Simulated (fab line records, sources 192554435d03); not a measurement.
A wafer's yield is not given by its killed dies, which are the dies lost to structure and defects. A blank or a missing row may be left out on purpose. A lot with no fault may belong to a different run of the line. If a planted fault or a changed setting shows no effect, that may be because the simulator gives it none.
A lot that was struck, set against a sound lot ; flow n5_finfet ; 37 out of 1938 route steps
Sound: wafers L271.1, L271.4, L271.5. Struck: wafer L263.2; the same lot's L263.6 was not struck, so it is left out; see the end for the cause.
Each step with rows lists, per side, the tool, then ch with its chambers, then its first start. Under that, the readings that differ: sound wafers ; struck wafers ; difference of the means ; sigmas: that difference in standard deviations of wafers without a fault.
alike: readings with means less than 2 such deviations apart, plus words and numbers identical on both sides. not compared: withheld readings, readings lacking a value on some wafer, bounds such as >300 that could conceal the same value, and numbers that have no deviation in the record and whose values overlap.
Wherever a step has rows on one side only, a row that says differs or no value, or a row with sigmas, the two part there. Numbers that have no deviation but don't overlap get no sigmas and don't part them. A reading that every wafer of one side lacks parts them only if that side has two wafers or more.

first, 9 steps without rows for these wafers: N5_BEOL_M6_ALD_77 (deposits TaN, target thk 2 nm, pulse time 2 s, purge time 3 s); N5_BEOL_M6_SURFACE_TREAT_79; N5_BEOL_M6_CVD_78 (deposits Co from CCTBA/H2, target thk 2 nm, time 142.3 s); N5_BEOL_M6_SPUTTER_48 (material Cu, target thk 10 nm, time 1.667 s); N5_BEOL_M6_ECD_50 (material Cu, target thk 300 nm); N5_BEOL_M6_ANNEAL_51 (time 90 s); N5_BEOL_M6_CMP_52 (polishes, stops on SiCOH lowk, t overpolish 6.9 s, target thk 80 nm); N5_BEOL_M6_PRE_CLEAN_55 (time 15 s); N5_BEOL_M6_DEP_56 (deposits SiCN from 3MS/NH3, target thk 10 nm, time 17.5 s).
N5_BEOL_M7_ILD_DEP_00: deposits SiCOH lowk from DEMS/porogen, target thk 179.75 nm, time 33.4 s.
  sound on pecvd-03 ch 0,1, day 14 15:58; struck on pecvd-04 ch 0, day 12 05:11
reading;sound;struck;difference;sigmas
model.SiCOH_lowk_of_BEOL_M7_ILD_DEP_00.thk_nm (nm);174.8 177.8 180.8;150.4;-27.4;
  alike: heater_power_w, showerhead_plenum_p_Torr, showerhead_vpp_V, throttle_valve_pct
then, 1 step without rows for these wafers: N5_BEOL_M7_CURE_74 (cures SiCOH lowk, time 240 s).
N5_BEOL_M7_THK_MEAS_01:
  sound: film_metro-02 at day 14 16:33; struck: film_metro-01 at day 12 05:54
reading;sound;struck;difference;sigmas
M7_ILD_THK (nm);150.8 153.5 156.0;129.5;-23.9;-10
then, 23 steps without rows for these wafers: N5_BEOL_M7_PECVD_70 (deposits SiO2 from TEOS/O2, target thk 20 nm, time 22.7 s); N5_BEOL_M7_HM_DEP_02 (deposits TiN, target thk 20 nm); N5_BEOL_M7_COAT_59 (time 60 s, resist thk 100 nm); N5_BEOL_M7_COAT_60 (time 60 s, resist thk 35 nm); N5_BEOL_M7_COAT_05 (resist thk 90 nm); N5_BEOL_M7_EBR_07; N5_BEOL_M7_SOFTBAKE_06 (time 60 s); N5_BEOL_M7_EXPOSE_08 (exposes mask M7); N5_BEOL_M7_PEB_09 (peb time 60 s); N5_BEOL_M7_DEVELOP_10 (develop time 30 s); N5_BEOL_M7_DESCUM_16 (chemistry O2, time 7.9 s); N5_BEOL_M7_ETCH_61 (etches SiARC in CF4, target depth 45.5 nm, time 75.8 s); N5_BEOL_M7_ETCH_62 (etches SOC in N2/H2, target depth 110 nm, overetch 22 nm, time 165 s); N5_BEOL_M7_STRIP_68 (strips in N2/H2); N5_BEOL_M7_STRIP_67 (strips in CF4); N5_BEOL_M7_HM_OPEN_17 (chemistry Cl2/BCl3, target TiN, target depth 20 nm, overetch 6 nm); N5_BEOL_M7_STRIP_19 (strips in O2); N5_BEOL_M7_COAT_63 (time 60 s, resist thk 60 nm); N5_BEOL_M7_COAT_64 (time 60 s, resist thk 12 nm); N5_BEOL_M7_COAT_71 (time 60 s, resist thk 5 nm); N5_BEOL_M7_COAT_22 (resist thk 30 nm); N5_BEOL_M7_EBR_24; N5_BEOL_M7_SOFTBAKE_23 (time 60 s).
N5_BEOL_M7_CMP_52: polishes, stops on SiCOH lowk, t overpolish 6.9 s, target thk 80 nm.
  sound on cmp-04 ch 1,2,3, day 14 23:25; struck on cmp-04 ch 1, day 12 12:38
reading;sound;struck;difference;sigmas
model.SiCOH_lowk_of_BEOL_M7_ILD_DEP_00.thk_nm (nm);147.6 150.4 153;126.4;-23.9;
  alike: clearing_platen_down_force_psi, motor_current_A
then, 1 step without rows for these wafers: N5_PASSIVATION_PROBE_49.

== WHERE THEY PART ==
Only at N5_BEOL_M7_THK_MEAS_01, within this record. Later steps at which nothing parts them and some readings are alike: N5_BEOL_M7_CMP_52.

WHY: what had been put in by the simulator
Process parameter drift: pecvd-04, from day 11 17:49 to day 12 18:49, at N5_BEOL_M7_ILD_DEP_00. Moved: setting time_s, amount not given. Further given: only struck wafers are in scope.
